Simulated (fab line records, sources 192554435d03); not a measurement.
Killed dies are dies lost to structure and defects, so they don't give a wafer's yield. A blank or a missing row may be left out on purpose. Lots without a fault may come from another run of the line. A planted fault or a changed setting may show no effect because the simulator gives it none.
Split-lot experiment | flow n5_finfet | 7 lots, 39 wafers read, on a route of 1938 steps

THE SPLIT
At N5_SD_EPI_P_EPI_21 (deposits SiGe:B, time 355 s), the setting epi_growth_time_s was moved away from the recipe's 355 s on 12 of the 39 wafers read, by -8.6% to +8.3%. The other wafers ran this setting at the recipe's value.

FROM THE SPLIT TO THE READING: what the file shows between them, 5 steps
- N5_SD_EPI_P_HM_STRIP_48: strips SiNx in H3PO4, material SiNx, target depth 3 nm
- N5_SD_EPI_P_SRD_49: time 30 s
- N5_SD_EPI_P_PRECLEAN_24: cleans in O3/DIW, time 45 s
- N5_SD_ACTIVATION_RTA_00: time 0 s
- N5_SD_ACTIVATION_LSA_01: time 0.0008 s

THE READING
RS_SD_P, in ohm/sq, at N5_SD_ACTIVATION_RS_MEAS_03 (measures by four-point-probe). Fault-free wafers of this fab line usually give 56.0 ohm/sq, standard deviation 0.7 ohm/sq.

wafer  | tool, chamber at the split | epi_growth_time_s as run, s | against the recipe | RS_SD_P, ohm/sq | against lot-mates on the recipe
L076.1 | epi_rpcvd-02, 0            | 355                         | recipe             | 55.5            | -
L076.2 | epi_rpcvd-02, 0            | 324.5                       | -8.6%              | 60.2            | +4.3
L076.3 | epi_rpcvd-02, 0            | 324.5                       | -8.6%              | 58.9            | +3.0
L076.4 | epi_rpcvd-02, 0            | 355                         | recipe             | 56.6            | -
L076.5 | epi_rpcvd-02, 0            | 324.5                       | -8.6%              | 59.2            | +3.3
L076.6 | epi_rpcvd-02, 0            | 355                         | recipe             | 55.5            | -
L078.1 | epi_rpcvd-04, 0            | 355                         | recipe             | 54.8            | -
L078.2 | epi_rpcvd-04, 0            | 355                         | recipe             | 55.5            | -
L078.3 | epi_rpcvd-04, 0            | 355                         | recipe             | 54.3            | -
L078.4 | epi_rpcvd-04, 0            | 355                         | recipe             | 53.8            | -
L078.5 | epi_rpcvd-04, 0            | 355                         | recipe             | 54.9            | -
L078.6 | epi_rpcvd-04, 0            | 355                         | recipe             | 53.5            | -
L083.1 | epi_rpcvd-02, 0            | 384.5                       | +8.3%              | 52.4            | -3.6
L083.2 | epi_rpcvd-02, 0            | 384.5                       | +8.3%              | 52.7            | -3.3
L083.3 | epi_rpcvd-02, 0            | 355                         | recipe             | 56.3            | -
L083.4 | epi_rpcvd-02, 0            | 384.5                       | +8.3%              | 52.2            | -3.8
L083.5 | epi_rpcvd-02, 0            | 355                         | recipe             | 55.6            | -
L083.6 | epi_rpcvd-02, 0            | 355                         | recipe             | 56.0            | -
L090.1 | epi_rpcvd-02, 0            | 332                         | -6.5%              | 58.1            | +2.6
L090.2 | epi_rpcvd-02, 0            | 332                         | -6.5%              | 57.9            | +2.4
L090.3 | epi_rpcvd-02, 0            | 355                         | recipe             | 55.3            | -
L090.4 | epi_rpcvd-02, 0            | 355                         | recipe             | 55.6            | -
L090.5 | epi_rpcvd-02, 0            | 332                         | -6.5%              | 57.7            | +2.2
L090.6 | epi_rpcvd-02, 0            | 355                         | recipe             | 55.5            | -
L091.1 | epi_rpcvd-02, 0            | 355                         | recipe             | 55.9            | -
L091.2 | epi_rpcvd-02, 0            | 369.6                       | +4.1%              | 54.9            | -0.9
L091.3 | epi_rpcvd-02, 0            | 355                         | recipe             | 56.1            | -
L091.4 | epi_rpcvd-02, 0            | 369.6                       | +4.1%              | 55.0            | -0.8
L091.5 | epi_rpcvd-02, 0            | 355                         | recipe             | 55.3            | -
L091.6 | epi_rpcvd-02, 0            | 369.6                       | +4.1%              | 53.5            | -2.3
L093.1 | epi_rpcvd-01, 0            | 355                         | recipe             | 55.7            | -
L093.2 | epi_rpcvd-01, 0            | 355                         | recipe             | 55.8            | -
L093.3 | epi_rpcvd-01, 0            | 355                         | recipe             | 56.1            | -
L093.4 | epi_rpcvd-01, 0            | 355                         | recipe             | 55.0            | -
L093.5 | epi_rpcvd-01, 0            | 355                         | recipe             | 56.2            | -
L093.6 | epi_rpcvd-01, 0            | 355                         | recipe             | 55.9            | -
L097.1 | epi_rpcvd-04, 0            | 355                         | recipe             | 55.9            | -
L097.4 | epi_rpcvd-04, 0            | 355                         | recipe             | 55.8            | -
L097.5 | epi_rpcvd-04, 0            | 355                         | recipe             | 55.5            | -

THE FIT
A straight line over all 39 wafers: RS_SD_P changes by -0.391 ohm/sq for each +1% of epi_growth_time_s; r = -0.91; the points scatter about the line by 0.7 ohm/sq.
The same after taking each lot's own level away (the mean of its wafers on the recipe; 39 wafers): -0.402 ohm/sq for each +1%; r = -0.96; scatter 0.48 ohm/sq.
On that fit, the largest move of epi_growth_time_s shifts the reading by 3.5 ohm/sq.
The lots' own levels span 54.47 to 55.97 ohm/sq, that is 2.1 times the standard deviation above.
So the lot-to-lot level changes the slope little: the two slopes agree.
Check: with one of the wafers moved furthest among these (-8.6%) left out of the fit, the line predicts +3.32 ohm/sq for it against its lot-mates. It came out at +4.33 ohm/sq against them.

OTHER SPLITS ON THESE WAFERS
These wafers also went through other splits before the reading. Each is held against what the fit with the lots' levels taken away leaves over:
other split on the same wafers | wafers away from the commonest value | r with RS_SD_P (lot level and that fit taken away)
N5_WELL_APT_EXPOSE_05 dose_mj  | 12                                   | -0.08
N5_DUMMY_GATE_ETCH_37 source_w | 9                                    | -0.07
N5_DUMMY_GATE_ETCH_32 time_s   | 18                                   | -0.22

THE WHOLE CHAIN: every reading that the file lists as answering this split, in the file's order
step                        | what it does                                           | reading                                                                           | change (the file's fit)               | r (the file's)
N5_SD_EPI_P_EPI_21          | deposits SiGe:B, time 355 s                            | SiGe-B_of_SD_EPI_P_EPI_21.thk_nm (the simulator's own value, which no gauge read) | +0.454 nm for each +1% of the setting | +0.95
N5_SD_EPI_P_HM_STRIP_48     | strips SiNx in H3PO4, material SiNx, target depth 3 nm | SiGe-B_of_SD_EPI_P_EPI_21.thk_nm (the simulator's own value, which no gauge read) | +0.455 nm for each +1% of the setting | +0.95
N5_SD_ACTIVATION_RS_MEAS_03 | measures by four-point-probe                           | RS_SD_P                                                                           | -0.4 for each +1% of the setting      | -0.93

THE FILE'S OWN FIT
RS_SD_P changes by -0.4 ohm/sq for each +1% of epi_growth_time_s, r = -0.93.
